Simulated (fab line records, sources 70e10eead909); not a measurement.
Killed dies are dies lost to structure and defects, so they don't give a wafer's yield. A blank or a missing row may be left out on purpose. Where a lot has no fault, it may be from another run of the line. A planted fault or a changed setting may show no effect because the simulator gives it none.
A single fault, viewed from 3 desks + flow nand_harc + every desk sees just its own numbers, and what lay behind them comes last

AT THE TOOL OWNER'S DESK: wet_bench-02
The tool's own readings at NHARC_P_GATE_PRECLEAN_73 (cleans in SC1): means of the sampled wafers that have a number, for each lot that ran on this tool. A lot is out of limits, marked OUT, if its mean lies more than 4 standard deviations from the usual mean; the brackets give that distance.
Columns: A = sc1_h2o2_end_mol_l at NHARC_P_GATE_PRECLEAN_73, usual 0.3698
| lot  | first seen here | A      |
|------|-----------------|--------|
| L199 | day 5 19:52     | 0.3693 |
| L200 | day 5 20:35     | 0.3696 |
| L213 | day 8 20:23     | 0.3695 |
| L217 | day 9 22:07     | 0.3691 |
This desk's verdict: no lot among the 4 shows anything out of limits.

THE DEFECT DESK
Inspection counts along the route, by lot: the mean over sampled wafers that carry a number. A lot is out of limits, marked OUT, if its mean lies more than 4 standard deviations from the usual mean; the brackets give that distance.
Columns: A = raw_defect_count at NHARC_P_GATE_INSPECT_28, usual 6.0; B = raw_defect_count at NHARC_P_GATE_INSPECT_68, usual 218
| lot  | first seen here | A   | B              |
|------|-----------------|-----|----------------|
| L199 | day 5 18:53     | 8.0 | 339            |
| L200 | day 5 19:35     | 7.7 | 123            |
| L204 | day 6 21:59     | 4.7 | 191            |
| L213 | day 8 19:14     | 8.0 | 1229 (+11) OUT |
| L217 | day 9 21:07     | 3.0 | 1321 (+12) OUT |
| L218 | day 10 01:32    | 7.0 | 222            |
Finding of this desk: L213, L217 out of limits; the first was L213 at day 9 15:23, on raw_defect_count at NHARC_P_GATE_INSPECT_68. L199, L200, L204, L218: within limits.

FROM THE METROLOGY DESK
Lot by lot, what the gauges showed, no matter which tool ran the lot: averages of those sampled wafers that carry a number. A lot is out of limits, marked OUT, if its mean lies more than 4 standard deviations from the usual mean; the brackets give that distance.
Columns: A = cd_nm at NHARC_P_GATE_CD_MEAS_26, usual 120.2 nm; B = overlay_x_nm at NHARC_P_GATE_OVL_MEAS_27, usual -0.1 nm; C = overlay_y_nm at NHARC_P_GATE_OVL_MEAS_27, usual 0.2 nm; D = cd_nm at NHARC_P_GATE_CD_MEAS_33, usual 122.1 nm; E = cd_nm at NHARC_P_GATE_CD_MEAS_46, usual 720.6 nm
| lot  | first seen here | A     | B    | C    | D     | E     |
|------|-----------------|-------|------|------|-------|-------|
| L199 | day 5 18:46     | 120.8 | 0.3  | 0.3  | 121.4 | 721.5 |
| L200 | day 5 19:27     | 120.1 | 1.0  | 1.2  | 119.9 | 721.5 |
| L204 | day 6 21:51     | 120.1 | -0.6 | 0.2  | 123.2 | 722.2 |
| L213 | day 8 19:07     | 120.7 | 0.2  | 1.2  | 127.1 | 721.6 |
| L217 | day 9 21:01     | 119.6 | 0.2  | -0.7 | 123.9 | 722.5 |
| L218 | day 10 01:25    | 120.8 | 1.0  | -0.0 | 122.2 | 722.3 |
This desk's verdict: no lot among the 6 shows anything out of limits.

BROUGHT TOGETHER
The defect desk could have raised an alarm at day 9 15:23, on L213, L217.
The tool owner's desk saw nothing out of limits.
Metrology desk: nothing out of limits seen.
The tool owner's desk has L213, L217 on record, within its limits.
The metrology desk holds a record of L213, L217, inside its limits.
All the named lots went through NHARC_P_GATE_PRECLEAN_73 on wet_bench-02.

WHAT THE SIMULATOR HAD PUT IN
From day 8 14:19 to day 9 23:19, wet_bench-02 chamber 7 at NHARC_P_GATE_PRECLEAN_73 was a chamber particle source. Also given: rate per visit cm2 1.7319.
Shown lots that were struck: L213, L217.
Hours from the fault's start to each desk's first reading out of limits: the defect desk, 25.
